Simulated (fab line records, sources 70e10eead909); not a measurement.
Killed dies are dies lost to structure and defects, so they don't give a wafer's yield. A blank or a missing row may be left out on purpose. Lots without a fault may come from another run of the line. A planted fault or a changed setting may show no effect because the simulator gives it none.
Chamber matching | flow nand_harc | NHARC_A_STAIRCASE_DESCUM_270 on rie_diel-13: 4 sister chambers
The step chemistry O2, time 3 s. 8 wafers are shown with their chamber, then 8 later ones without.

WAFERS WITH THEIR CHAMBER
wafer  | chamber | drypump_motor_current_A (A) | showerhead_plenum_p_Torr (Torr)
L074.1 | 0       | 5.9                         | 2.04
L080.1 | 0       | 5.9                         | 2.03
L082.3 | 1       | 6.5                         | 2.07
L082.6 | 3       | 5.8                         | 2.06
L084.1 | 3       | 5.9                         | 2.06
L084.2 | 2       | 5.4                         | 1.83
L084.4 | 1       | 6.5                         | 2.06
L088.1 | 2       | 5.4                         | 1.83

WAFERS WITHOUT THEIR CHAMBER
wafer  | drypump_motor_current_A (A) | showerhead_plenum_p_Torr (Torr)
L088.2 | 5.9                         | 2.02
L088.3 | 5.9                         | 2.06
L087.3 | 5.9                         | 2.02
L087.5 | 5.9                         | 2.02
L087.6 | 5.9                         | 2.06
L091.2 | 6.5                         | 2.06
L091.5 | 5.9                         | 2.02
L091.6 | 6.5                         | 2.06

WHICH CHAMBER EACH WENT THROUGH
wafer  | from the rows above | in truth
L088.2 | 0                   | 0
L088.3 | 3                   | 3
L087.3 | 0                   | 0
L087.5 | 0                   | 0
L087.6 | 3                   | 3
L091.2 | 1                   | 1
L091.5 | 0                   | 0
L091.6 | 1                   | 1
Placed correctly: 8 of 8. Can't be placed from these rows: 0. Placed wrongly: 0.
How it was worked out, from the rows above alone: a wafer's distance from a chamber is the root of the sum, over the readings, of the square of ((its reading less the chamber's mean) divided by the reading's scatter). The wafer belongs to the nearest chamber; if the next one is less than 2 further off, it can't be placed. A chamber's mean is the mean of its shown wafers. The scatter: the root of (the sum of the squares of (reading less its chamber's mean) over the shown wafers, divided by (wafers less chambers)).
